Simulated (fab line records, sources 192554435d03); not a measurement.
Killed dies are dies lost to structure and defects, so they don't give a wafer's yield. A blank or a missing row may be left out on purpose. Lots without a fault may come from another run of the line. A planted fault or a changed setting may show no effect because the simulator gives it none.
Which tool did it? | flow n5_finfet | 22 lots, 66 wafers sampled, at 4 steps of a route of 1938

WHAT THE GAUGES READ, wafer by wafer
N5_BEOL_M1_OVL_MEAS_12. Usual: M1_OVL 0.1 nm, standard deviation 0.59.
lot  | measured     | on         | M1_OVL (nm)    | flag
L074 | day 5 23:35  | overlay-02 | 0.3 -0.9 0.6   |
L075 | day 6 07:13  | overlay-01 | 0.1 -0.3 0.0   |
L077 | day 6 20:53  | overlay-01 | 1.8 1.1 0.9    |
L078 | day 7 04:23  | overlay-01 | -0.2 0.4 0.3   |
L080 | day 7 19:23  | overlay-01 | -0.5 -0.1 -0.4 |
L079 | day 7 19:29  | overlay-01 | 0.2 0.1 0.0    |
L081 | day 8 00:46  | overlay-01 | 1.0 0.7 1.3    |
L083 | day 8 07:11  | overlay-01 | -0.6 -1.3 -0.8 |
L082 | day 8 07:25  | overlay-02 | 0.4 0.3 0.5    |
L084 | day 8 18:41  | overlay-01 | 2.0 0.5 0.7    |
L085 | day 8 22:53  | overlay-01 | -1.2 0.1 0.1   |
L086 | day 9 04:15  | overlay-01 | 0.5 -0.3 0.9   |
L087 | day 9 08:35  | overlay-01 | -0.6 -0.2 -0.1 |
L088 | day 9 14:52  | overlay-02 | 0.6 0.5 0.5    |
L089 | day 9 19:57  | overlay-01 | -0.2 0.2 0.1   |
L090 | day 10 02:10 | overlay-02 | 0.9 -1.0 -0.3  |
L091 | day 10 09:17 | overlay-01 | -0.5 0.5 0.1   |
L092 | day 10 20:27 | overlay-02 | 0.0 0.4 -0.1   |
L093 | day 11 11:37 | overlay-01 | 0.3 0.6 -0.2   |
L094 | day 11 12:06 | overlay-01 | -0.5 -1.0 -0.1 |
L095 | day 11 12:16 | overlay-02 | 0.7 -0.2 -0.1  |
L097 | day 12 00:19 | overlay-02 | 0.5 0.3 0.0    |

WHICH TOOL RAN EACH LOT (tool, then ch and the chambers of the sampled wafers, then the start)
lot  | N5_BEOL_M0_STRIP_142               | N5_BEOL_M0_ALD_136                  | N5_BEOL_M0_CMP_120
L074 | rie_diel-06 ch 0,1,3, day 5 19:10  | ald_metal-01 ch 0,1,3, day 5 20:07  | cmp-02 ch 1,2,3, day 5 21:28
L075 | rie_diel-04 ch 0,1,2, day 5 23:36  | ald_metal-04 ch 0,1,2, day 6 00:38  | cmp-04 ch 1,3, day 6 01:56
L077 | rie_diel-03 ch 0,2,3, day 6 15:41  | ald_metal-04 ch 0,2,3, day 6 16:36  | cmp-01 ch 0,2,3, day 6 18:50
L078 | rie_diel-04 ch 0,3, day 6 21:36    | ald_metal-04 ch 0,1, day 6 23:45    | cmp-01 ch 2,3, day 7 01:05
L080 | rie_diel-06 ch 0,1,2, day 7 14:53  | ald_metal-04 ch 2,3, day 7 15:49    | cmp-04 ch 2,3, day 7 17:40
L079 | rie_diel-04 ch 0,1,3, day 7 15:17  | ald_metal-02 ch 1,3, day 7 16:16    | cmp-01 ch 0,1, day 7 17:49
L081 | rie_diel-03 ch 0,1,3, day 7 18:26  | ald_metal-02 ch 0,2,3, day 7 19:44  | cmp-02 ch 0,1,3, day 7 21:35
L083 | rie_diel-06 ch 1,2,3, day 8 01:04  | ald_metal-04 ch 0,1, day 8 01:48    | cmp-04 ch 1,2, day 8 03:16
L082 | rie_diel-03 ch 1,2, day 8 01:10    | ald_metal-02 ch 1,3, day 8 01:49    | cmp-04 ch 0,2, day 8 03:50
L084 | rie_diel-06 ch 1,2,3, day 8 11:04  | ald_metal-04 ch 0,3, day 8 11:49    | cmp-04 ch 0,1, day 8 14:27
L085 | rie_diel-03 ch 0,2, day 8 14:25    | ald_metal-04 ch 1,2, day 8 15:17    | cmp-04 ch 0,1,3, day 8 19:20
L086 | rie_diel-03 ch 0,1,3, day 8 23:46  | ald_metal-04 ch 0,2,3, day 9 00:40  | cmp-02 ch 1,2,3, day 9 02:59
L087 | rie_diel-04 ch 0,2,3, day 9 02:51  | ald_metal-04 ch 0,1,2, day 9 03:41  | cmp-04 ch 0,1,2, day 9 07:12
L088 | rie_diel-04 ch 1,2, day 9 08:24    | ald_metal-02 ch 1,2,3, day 9 09:02  | cmp-02 ch 0,2,3, day 9 11:50
L089 | rie_diel-04 ch 1,2,3, day 9 15:29  | ald_metal-02 ch 1,2, day 9 16:14    | cmp-02 ch 0,2, day 9 18:08
L090 | rie_diel-06 ch 1,2,3, day 9 18:50  | ald_metal-01 ch 0,1,2, day 9 20:28  | cmp-04 ch 0,1,3, day 10 00:22
L091 | rie_diel-06 ch 0,1,2, day 10 03:31 | ald_metal-01 ch 0,1,2, day 10 05:43 | cmp-01 ch 2,3, day 10 07:08
L092 | rie_diel-04 ch 0,3, day 10 13:49   | ald_metal-02 ch 1,2, day 10 15:41   | cmp-02 ch 0,2, day 10 17:31
L093 | rie_diel-06 ch 1,3, day 11 00:42   | ald_metal-04 ch 0,1,3, day 11 01:36 | cmp-04 ch 1,2,3, day 11 05:37
L094 | rie_diel-04 ch 1,3, day 11 05:08   | ald_metal-01 ch 1,2,3, day 11 05:46 | cmp-04 ch 0,1,2, day 11 07:05
L095 | rie_diel-03 ch 0,2,3, day 11 05:29 | ald_metal-01 ch 0,1,2, day 11 06:15 | cmp-04 ch 1,2,3, day 11 07:48
L097 | rie_diel-04 ch 0,3, day 11 16:49   | ald_metal-04 ch 0,2,3, day 11 19:21 | cmp-04 ch 1,2, day 11 20:49
- N5_BEOL_M0_STRIP_142: strips in N2/H2, time 10 s.
- N5_BEOL_M0_ALD_136: deposits TaN, pulse time 2 s, purge time 3 s, co reactant purge time 2 s.
- N5_BEOL_M0_CMP_120: polishes, stops on SiOC, t overpolish 6.9 s.

WHAT THE TOOLS THEMSELVES READ (means of the sampled wafers that have a number; where no wafer has one, the mark that the record gives instead)
N5_BEOL_M0_STRIP_142. Usual: drypump_motor_current_A 5.7 A, standard deviation 0.63; oes_product_au 0.83 a.u., standard deviation 0.088; rf_vpp_V 59.0 V, standard deviation 0.89; showerhead_plenum_p_Torr 2.49 Torr, standard deviation 0.075; throttle_valve_pct 23.69 %, standard deviation 0.29.
lot  | tool        | drypump_motor_current_A (A) | oes_product_au (a.u.) | rf_vpp_V (V) | showerhead_plenum_p_Torr (Torr) | throttle_valve_pct (%) | flag
L074 | rie_diel-06 | 5.6                         | 0.81                  | 59.3         | 2.48                            | 23.79                  |
L075 | rie_diel-04 | 5.9                         | 0.79                  | 58.5         | 2.48                            | 23.65                  |
L077 | rie_diel-03 | 5.5                         | 0.94                  | 59.7         | 2.60                            | 23.41                  |
L078 | rie_diel-04 | 5.6                         | 0.84                  | 59.0         | 2.45                            | 23.72                  |
L080 | rie_diel-06 | 5.1                         | 0.80                  | 58.9         | 2.46                            | 23.91                  |
L079 | rie_diel-04 | 5.8                         | 0.83                  | 58.5         | 2.46                            | 23.59                  |
L081 | rie_diel-03 | 6.0                         | 0.85                  | 60.1         | 2.57                            | 23.71                  |
L083 | rie_diel-06 | 5.6                         | 0.83                  | 58.9         | 2.46                            | 23.80                  |
L082 | rie_diel-03 | 5.4                         | 0.84                  | 58.4         | 2.47                            | 23.72                  |
L084 | rie_diel-06 | 5.6                         | 0.84                  | 59.3         | 2.45                            | 23.79                  |
L085 | rie_diel-03 | 4.9                         | 0.89                  | 59.0         | 2.55                            | 23.62                  |
L086 | rie_diel-03 | 6.0                         | 0.83                  | 59.1         | 2.56                            | 23.71                  |
L087 | rie_diel-04 | 5.6                         | 0.77                  | 59.7         | 2.47                            | 23.81                  |
L088 | rie_diel-04 | 6.0                         | 0.79                  | 58.3         | 2.49                            | 23.56                  |
L089 | rie_diel-04 | 5.9                         | 0.79                  | 59.0         | 2.48                            | 23.69                  |
L090 | rie_diel-06 | 5.7                         | 0.82                  | 58.6         | 2.45                            | 23.82                  |
L091 | rie_diel-06 | 5.2                         | 0.77                  | 58.9         | 2.45                            | 23.94                  |
L092 | rie_diel-04 | 5.6                         | 0.80                  | 58.8         | 2.44                            | 23.75                  |
L093 | rie_diel-06 | 6.1                         | 0.87                  | 58.9         | 2.47                            | 23.63                  |
L094 | rie_diel-04 | 5.8                         | 0.83                  | 58.5         | 2.45                            | 23.65                  |
L095 | rie_diel-03 | 5.4                         | 0.86                  | 59.4         | 2.58                            | 23.47                  |
L097 | rie_diel-04 | 5.6                         | 0.79                  | 59.8         | 2.44                            | 23.76                  |

N5_BEOL_M0_ALD_136. Usual: heater_power_w 435 W, standard deviation 44; susceptor_temp_C 275.01 C, standard deviation 0.19.
lot  | tool         | heater_power_w (W) | susceptor_temp_C (C) | flag
L074 | ald_metal-01 | 419                | 274.82               |
L075 | ald_metal-04 | 441                | 274.99               |
L077 | ald_metal-04 | 421                | 275.20               |
L078 | ald_metal-04 | 447                | 275.03               |
L080 | ald_metal-04 | 437                | 274.96               |
L079 | ald_metal-02 | 396                | 275.14               |
L081 | ald_metal-02 | 420                | 274.93               |
L083 | ald_metal-04 | 446                | 275.06               |
L082 | ald_metal-02 | 397                | 274.97               |
L084 | ald_metal-04 | 426                | 275.00               |
L085 | ald_metal-04 | 476                | 274.98               |
L086 | ald_metal-04 | 431                | 275.10               |
L087 | ald_metal-04 | 450                | 274.99               |
L088 | ald_metal-02 | 390                | 275.10               |
L089 | ald_metal-02 | 377                | 275.16               |
L090 | ald_metal-01 | 439                | 275.07               |
L091 | ald_metal-01 | 446                | 275.03               |
L092 | ald_metal-02 | 380                | 274.97               |
L093 | ald_metal-04 | 452                | 274.94               |
L094 | ald_metal-01 | 473                | 275.08               |
L095 | ald_metal-01 | 449                | 274.92               |
L097 | ald_metal-04 | 430                | 274.94               |

N5_BEOL_M0_CMP_120. Usual: barrier_field_endpoint_s 3.60 s, standard deviation 0.12; head_pressure_psi 1.0002 psi, standard deviation 0.0022; motor_current_A 5.9 A, standard deviation 0.81; overpolish_run_s 6.900 s, standard deviation 0.0092; slurry_flow_ml_min 150.0, standard deviation 0.47; time_to_endpoint_s 61 s, standard deviation 3.3.
lot  | tool   | barrier_field_endpoint_s (s) | head_pressure_psi (psi) | motor_current_A (A) | overpolish_run_s (s) | slurry_flow_ml_min | time_to_endpoint_s (s) | flag
L074 | cmp-02 | 3.59                         | 0.9994                  | 6.2                 | 6.902                | 149.8              | 58                     |
L075 | cmp-04 | 3.40                         | 1.0007                  | 5.2                 | 6.895                | 149.5              | 61                     |
L077 | cmp-01 | 3.66                         | 1.0009                  | 5.7                 | 6.904                | 149.7              | 64                     |
L078 | cmp-01 | 3.60                         | 0.9971                  | 5.9                 | 6.894                | 150.2              | 65                     |
L080 | cmp-04 | 3.65                         | 1.0005                  | 5.9                 | 6.897                | 150.0              | 62                     |
L079 | cmp-01 | 3.63                         | 1.0006                  | 5.9                 | 6.894                | 150.7              | 63                     |
L081 | cmp-02 | 3.62                         | 1.0003                  | 5.7                 | 6.902                | 150.2              | 56                     |
L083 | cmp-04 | 3.73                         | 1.0011                  | 6.7                 | 6.894                | 149.4              | 61                     |
L082 | cmp-04 | 3.73                         | 1.0011                  | 5.9                 | 6.904                | 149.6              | 65                     |
L084 | cmp-04 | 3.61                         | 1.0002                  | 6.0                 | 6.897                | 150.0              | 65                     |
L085 | cmp-04 | 3.69                         | 1.0009                  | 5.6                 | 6.898                | 150.1              | 65                     |
L086 | cmp-02 | 3.38                         | 1.0013                  | 6.0                 | 6.905                | 149.8              | 56                     |
L087 | cmp-04 | 3.62                         | 1.0006                  | 6.3                 | 6.898                | 149.9              | 64                     |
L088 | cmp-02 | 3.43                         | 1.0001                  | 5.6                 | 6.908                | 150.3              | 56                     |
L089 | cmp-02 | 3.41                         | 1.0006                  | 5.5                 | 6.902                | 150.4              | 60                     |
L090 | cmp-04 | 3.73                         | 1.0002                  | 5.7                 | 6.905                | 149.7              | 61                     |
L091 | cmp-01 | 3.66                         | 0.9971                  | 5.8                 | 6.901                | 149.7              | 62                     |
L092 | cmp-02 | 3.53                         | 0.9978                  | 5.4                 | 6.911                | 150.1              | 59                     |
L093 | cmp-04 | 3.53                         | 1.0021                  | 5.9                 | 6.902                | 149.5              | 59                     |
L094 | cmp-04 | 3.67                         | 1.0017                  | 6.2                 | 6.905                | 150.0              | 64                     |
L095 | cmp-04 | 3.62                         | 0.9994                  | 6.1                 | 6.893                | 149.7              | 58                     |
L097 | cmp-04 | 3.66                         | 0.9990                  | 6.7                 | 6.900                | 149.8              | 61                     |

THE ANSWER, worked out from the rows above alone
Rule: a lot is off if the mean of its wafers that have a number lies more than 3 standard deviations from the usual mean. A lot without any number at a reading at which 4 lots or more have one is off too. The other lots that the step has rows for count as sound. The gauges are gone through in route order, then the tools' own readings, and for those a lot's mean is taken as printed above. The first step at which some lot is off is used, and at that step the reading that is off furthest; a lot without a number counts as furthest.
No lot is off at any reading shown: from this, nothing can be told.

WHAT THE SIMULATOR HAD PUT IN
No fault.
